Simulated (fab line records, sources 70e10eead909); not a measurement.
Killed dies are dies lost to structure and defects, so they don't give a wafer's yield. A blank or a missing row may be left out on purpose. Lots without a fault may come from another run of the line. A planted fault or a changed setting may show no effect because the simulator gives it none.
Which tool did it? | flow nand_harc | 12 lots, 36 wafers sampled, at 1 step of a route of 1159

WHAT THE GAUGES READ, wafer by wafer
NHARC_P_STI_CD_MEAS_09: target cd 200 nm.
lot  | measured    | on        | cd_nm (nm)
L075 | day 2 16:15 | cd_sem-01 | 195.0 195.8 197.6
L077 | day 3 07:48 | cd_sem-03 | 201.3 197.5 194.4
L079 | day 3 17:32 | cd_sem-03 | 203.2 197.4 199.6
L081 | day 4 07:29 | cd_sem-02 | 198.8 205.1 196.7
L083 | day 4 18:28 | cd_sem-01 | 200.0 198.0 200.3
L085 | day 5 05:51 | cd_sem-02 | 196.1 193.9 194.8
L088 | day 5 21:20 | cd_sem-03 | 196.6 202.4 202.2
L089 | day 6 06:11 | cd_sem-01 | 195.8 197.6 197.8
L090 | day 6 13:40 | cd_sem-03 | 201.5 199.5 200.0
L093 | day 7 02:57 | cd_sem-03 | 198.1 201.1 202.0
L095 | day 7 16:45 | cd_sem-02 | 200.9 199.8 201.5
L097 | day 8 05:05 | cd_sem-02 | 195.5 198.6 196.2

WHICH TOOL RAN EACH LOT (tool, then ch and the chambers of the sampled wafers, then the start)
The record holds no process step before these readings.

THE ANSWER, worked out from the rows above alone
Rule: what is usual is taken from the lots themselves. Put in order of their means at a reading, lots are off if they are a third of the lots or fewer, leave a main group of 4 or more, and stand apart from it by a gap of 3 or more times the standard deviation of the main group's means; of several such gaps the widest counts. A main group whose means are all the same, to the digits that the tables above print for the reading, isn't used. A lot without any number at a reading at which 4 lots or more have one is off too. The other lots that the step has rows for count as sound.
No lot is off at any reading shown: from this, nothing can be told.

WHAT THE SIMULATOR HAD PUT IN
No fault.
